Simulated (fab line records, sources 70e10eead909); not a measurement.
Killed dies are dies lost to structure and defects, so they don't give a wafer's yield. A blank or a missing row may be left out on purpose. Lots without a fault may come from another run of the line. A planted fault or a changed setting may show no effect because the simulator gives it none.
Which tool did it? | flow nand_harc | 11 lots, 33 wafers sampled, at 5 steps of a route of 1302

WHAT THE GAUGES READ, wafer by wafer
NHARC_END_SORT_01. Usual: killed_at_array 55, standard deviation 17; killed_at_other 0.9, standard deviation 1.2; killed_at_periphery 3.7, standard deviation 2.5; killed_dies 59, standard deviation 18; killed_open 3.4, standard deviation 1.9; killed_short 2.6, standard deviation 1.6.
lot  | measured     | on        | killed_at_array | killed_at_other | killed_at_periphery | killed_dies | killed_open | killed_short | flag
L385 | day 28 18:16 | prober-01 | 71 662 82       | 5 3 3           | 4 7 6               | 80 672 91   | 3 1 3       | 5 1 3        | OFF

WHICH TOOL RAN EACH LOT (tool, then ch and the chambers of the sampled wafers, then the start)
lot  | NHARC_A_STAIRCASE_ETCH_444         | NHARC_A_SGD_CUT_ETCH_59            | NHARC_A_SGD_CUT_STRIP_17                      | NHARC_A_SGD_CUT_ETCHBACK_24
L376 | rie_diel-07 ch 1,2,3, day 18 11:58 | rie_diel-09 ch 2,3, day 18 19:47   | rie_diel-09 ch 0,2,3, day 19 01:35 or earlier | rie_diel-03 ch 2,3, day 19 01:35
L377 | rie_diel-13 ch 0,3, day 19 05:14   | rie_diel-03 ch 0,1,3, day 19 13:19 | rie_diel-03 ch 0,1,2, day 19 19:28 or earlier | rie_diel-03 ch 0,3, day 19 19:28
L381 | rie_diel-07 ch 2,3, day 20 12:34   | rie_diel-09 ch 0,1,2, day 20 21:02 | rie_diel-09 ch 2,3, day 21 02:41 or earlier   | rie_diel-09 ch 0,1,2, day 21 02:41
L385 | rie_diel-07 ch 0,1,2, day 22 23:55 | rie_diel-09 ch 0,2,3, day 23 07:21 | rie_diel-09 ch 1,2,3, day 23 15:32 or earlier | rie_diel-03 ch 1,2,3, day 23 15:32
L391 | rie_diel-07 ch 0,1,2, day 25 01:24 | rie_diel-08 ch 0,2, day 25 09:32   | rie_diel-08 ch 0,1,3, day 25 15:37 or earlier | rie_diel-08 ch 2,3, day 25 15:37
L393 | rie_diel-13 ch 2,3, day 25 11:52   | rie_diel-03 ch 1,2, day 25 21:02   | rie_diel-03 ch 1,3, day 26 02:05 or earlier   | rie_diel-08 ch 0,2, day 26 02:05
L395 | rie_diel-07 ch 0,1,2, day 26 10:30 | rie_diel-03 ch 0,1, day 26 17:15   | rie_diel-03 ch 1,2, day 26 23:48 or earlier   | rie_diel-08 ch 0,1,3, day 26 23:48
L396 | rie_diel-13 ch 1,3, day 27 02:13   | rie_diel-09 ch 1,3, day 27 10:01   | rie_diel-09 ch 0,1, day 27 16:14 or earlier   | rie_diel-09 ch 0,2,3, day 27 16:14
L397 | rie_diel-01 ch 0,2, day 27 18:08   | rie_diel-08 ch 0,2, day 28 07:39   | rie_diel-08 ch 0,1,2, day 28 13:56 or earlier | rie_diel-03 ch 0,1, day 28 13:56
L398 | rie_diel-13 ch 0,1,2, day 28 02:36 | rie_diel-03 ch 1,2, day 28 10:05   | rie_diel-03 ch 0,3, day 28 13:58 or earlier   | rie_diel-08 ch 0,1,3, day 28 13:58
L399 | rie_diel-07 ch 1,2,3, day 28 19:31 | rie_diel-08 ch 0,1,3, day 29 03:38 | rie_diel-08 ch 0,1,2, day 29 09:53 or earlier | rie_diel-03 ch 0,2,3, day 29 09:53
- NHARC_A_STAIRCASE_ETCH_444: etches the open film in C4F8/O2, target depth 20400 nm, time 6800 s.
- NHARC_A_SGD_CUT_ETCH_59: etches the open film in N2/H2, target depth 260 nm, time 406.25 s.
- NHARC_A_SGD_CUT_STRIP_17: strips in O2.
- NHARC_A_SGD_CUT_ETCHBACK_24: etches the open film in CH3F/O2, target depth 50 nm, time 92.857 s.

WHAT THE TOOLS THEMSELVES READ (means of the sampled wafers that have a number; where no wafer has one, the mark that the record gives instead)
NHARC_A_STAIRCASE_ETCH_444. Usual: oes_product_au 0.934 a.u., standard deviation 0.019; rf_vpp_V 805.9 V, standard deviation 2.8; run_length_s 6821.3 s, standard deviation 0.42.
lot  | tool        | oes_product_au (a.u.) | rf_vpp_V (V) | run_length_s (s) | flag
L376 | rie_diel-07 | 0.931                 | 807.6        | 6821.4           |
L377 | rie_diel-13 | 0.936                 | 807.0        | 6820.9           |
L381 | rie_diel-07 | 0.930                 | 805.3        | 6821.3           |
L385 | rie_diel-07 | 0.950                 | 807.8        | 6821.3           |
L391 | rie_diel-07 | 0.926                 | 807.9        | 6821.6           |
L393 | rie_diel-13 | 0.913                 | 803.4        | 6821.0           |
L395 | rie_diel-07 | 0.930                 | 807.7        | 6821.6           |
L396 | rie_diel-13 | 0.913                 | 803.6        | 6821.0           |
L397 | rie_diel-01 | 0.921                 | 803.5        | 6821.3           |
L398 | rie_diel-13 | 0.916                 | 803.7        | 6820.8           |
L399 | rie_diel-07 | 0.953                 | 806.2        | 6821.4           |

NHARC_A_SGD_CUT_ETCH_59. Usual: drypump_motor_current_A 5.98 A, standard deviation 0.27; oes_product_au 1.000 a.u., standard deviation 0.013; rf_vpp_V 429.0 V, standard deviation 2.2; run_length_s 427.6 s, standard deviation 0.5; showerhead_plenum_p_Torr 1.99 Torr, standard deviation 0.073; throttle_valve_pct 14.171 %, standard deviation 0.0092.
lot  | tool        | drypump_motor_current_A (A) | oes_product_au (a.u.) | rf_vpp_V (V) | run_length_s (s) | showerhead_plenum_p_Torr (Torr) | throttle_valve_pct (%) | flag
L376 | rie_diel-09 | 6.05                        | 0.980                 | 428.7        | 427.2            | 1.98                            | 14.168                 |
L377 | rie_diel-03 | 6.19                        | 0.990                 | 429.9        | 427.4            | 2.01                            | 14.175                 |
L381 | rie_diel-09 | 5.90                        | 1.007                 | 429.2        | 428.0            | 2.01                            | 14.174                 |
L385 | rie_diel-09 | 6.03                        | 1.016                 | 428.2        | 392.5            | 1.95                            | 14.173                 | OFF
L391 | rie_diel-08 | 6.03                        | 1.002                 | 427.9        | 427.0            | 1.95                            | 14.169                 |
L393 | rie_diel-03 | 6.18                        | 0.997                 | 428.2        | 427.5            | 1.96                            | 14.175                 |
L395 | rie_diel-03 | 6.01                        | 0.995                 | 429.5        | 427.7            | 1.97                            | 14.172                 |
L396 | rie_diel-09 | 5.92                        | 1.002                 | 430.2        | 427.8            | 2.02                            | 14.178                 |
L397 | rie_diel-08 | 6.04                        | 1.000                 | 428.4        | 427.0            | 1.95                            | 14.173                 |
L398 | rie_diel-03 | 6.45                        | 0.992                 | 429.1        | 428.0            | 2.02                            | 14.171                 |
L399 | rie_diel-08 | 5.76                        | 0.986                 | 429.2        | 427.5            | 1.99                            | 14.169                 |

NHARC_A_SGD_CUT_STRIP_17. Usual: drypump_motor_current_A 5.98 A, standard deviation 0.27; oes_product_au 1.000 a.u., standard deviation 0.014; rf_vpp_V 57.6 V, standard deviation 0.87; showerhead_plenum_p_Torr 3.44 Torr, standard deviation 0.11; throttle_valve_pct 17.036 %, standard deviation 0.0086.
lot  | tool        | drypump_motor_current_A (A) | oes_product_au (a.u.) | rf_vpp_V (V) | showerhead_plenum_p_Torr (Torr) | throttle_valve_pct (%) | flag
L376 | rie_diel-09 | 6.02                        | 0.993                 | 56.8         | 3.39                            | 17.042                 |
L377 | rie_diel-03 | 6.13                        | 0.990                 | 58.1         | 3.42                            | 17.037                 |
L381 | rie_diel-09 | 6.06                        | 1.001                 | 57.5         | 3.43                            | 17.035                 |
L385 | rie_diel-09 | 5.94                        | 1.006                 | 57.4         | 3.51                            | 17.038                 |
L391 | rie_diel-08 | 5.77                        | 1.001                 | 57.8         | 3.44                            | 17.032                 |
L393 | rie_diel-03 | 6.50                        | 0.991                 | 58.2         | 3.55                            | 17.034                 |
L395 | rie_diel-03 | 6.17                        | 1.005                 | 57.4         | 3.41                            | 17.028                 |
L396 | rie_diel-09 | 5.75                        | 1.008                 | 57.3         | 3.57                            | 17.036                 |
L397 | rie_diel-08 | 6.01                        | 1.000                 | 57.9         | 3.41                            | 17.035                 |
L398 | rie_diel-03 | 5.89                        | 0.982                 | 58.0         | 3.40                            | 17.037                 |
L399 | rie_diel-08 | 6.01                        | 0.981                 | 57.6         | 3.41                            | 17.042                 |

NHARC_A_SGD_CUT_ETCHBACK_24. Usual: drypump_motor_current_A 5.98 A, standard deviation 0.29; oes_product_au 0.97 a.u., standard deviation 0.031; rf_vpp_V 243.5 V, standard deviation 1.2; showerhead_plenum_p_Torr 2.40 Torr, standard deviation 0.076; throttle_valve_pct 20.663 %, standard deviation 0.0093.
lot  | tool        | drypump_motor_current_A (A) | oes_product_au (a.u.) | rf_vpp_V (V) | showerhead_plenum_p_Torr (Torr) | throttle_valve_pct (%) | flag
L376 | rie_diel-03 | 6.11                        | 0.98                  | 243.6        | 2.41                            | 20.652                 |
L377 | rie_diel-03 | 6.05                        | 0.91                  | 244.0        | 2.41                            | 20.653                 |
L381 | rie_diel-09 | 5.89                        | 0.92                  | 243.8        | 2.43                            | 20.649                 |
L385 | rie_diel-03 | 6.26                        | 0.98                  | 243.9        | 2.42                            | 20.662                 |
L391 | rie_diel-08 | 5.75                        | 0.91                  | 242.7        | 2.37                            | 20.662                 |
L393 | rie_diel-08 | 6.15                        | 0.98                  | 242.6        | 2.34                            | 20.667                 |
L395 | rie_diel-08 | 5.77                        | 0.99                  | 242.9        | 2.40                            | 20.663                 |
L396 | rie_diel-09 | 6.04                        | 0.94                  | 242.6        | 2.35                            | 20.674                 |
L397 | rie_diel-03 | 6.03                        | 0.99                  | 243.1        | 2.38                            | 20.669                 |
L398 | rie_diel-08 | 5.78                        | 0.99                  | 242.9        | 2.40                            | 20.661                 |
L399 | rie_diel-03 | 5.97                        | 1.01                  | 243.2        | 2.36                            | 20.663                 |

THE ANSWER, worked out from the rows above alone
Rule: a lot is off if the mean of its wafers that have a number lies more than 3 standard deviations from the usual mean. A lot without any number at a reading at which 4 lots or more have one is off too. The other lots that the step has rows for count as sound. The gauges are gone through in route order, then the tools' own readings, and for those a lot's mean is taken as printed above. The first step at which some lot is off is used, and at that step the reading that is off furthest; a lot without a number counts as furthest.
Off: L385, at NHARC_END_SORT_01 (killed_at_array). Neither off nor sound, because the step has no rows for them: L376, L377, L381, L391, L393, L395, L396, L397, L398, L399.
A tool fits if, at a process step before that reading, it ran every lot that is off, and no sound lot after the first of them. The gauges at NHARC_END_SORT_01 aren't tried: what is off there is off at NHARC_A_SGD_CUT_ETCH_59 too, on other tools, and a gauge's error can't cause that. NHARC_A_SGD_CUT_STRIP_17 gives no start for some lots, so the hours and the order of its lots are those of NHARC_A_SGD_CUT_ETCHBACK_24. Can't be told from this: 3 tools fit, rie_diel-07 at NHARC_A_STAIRCASE_ETCH_444, rie_diel-09 at NHARC_A_SGD_CUT_ETCH_59 and NHARC_A_SGD_CUT_STRIP_17, rie_diel-03 at NHARC_A_SGD_CUT_ETCHBACK_24.

WHAT THE SIMULATOR HAD PUT IN
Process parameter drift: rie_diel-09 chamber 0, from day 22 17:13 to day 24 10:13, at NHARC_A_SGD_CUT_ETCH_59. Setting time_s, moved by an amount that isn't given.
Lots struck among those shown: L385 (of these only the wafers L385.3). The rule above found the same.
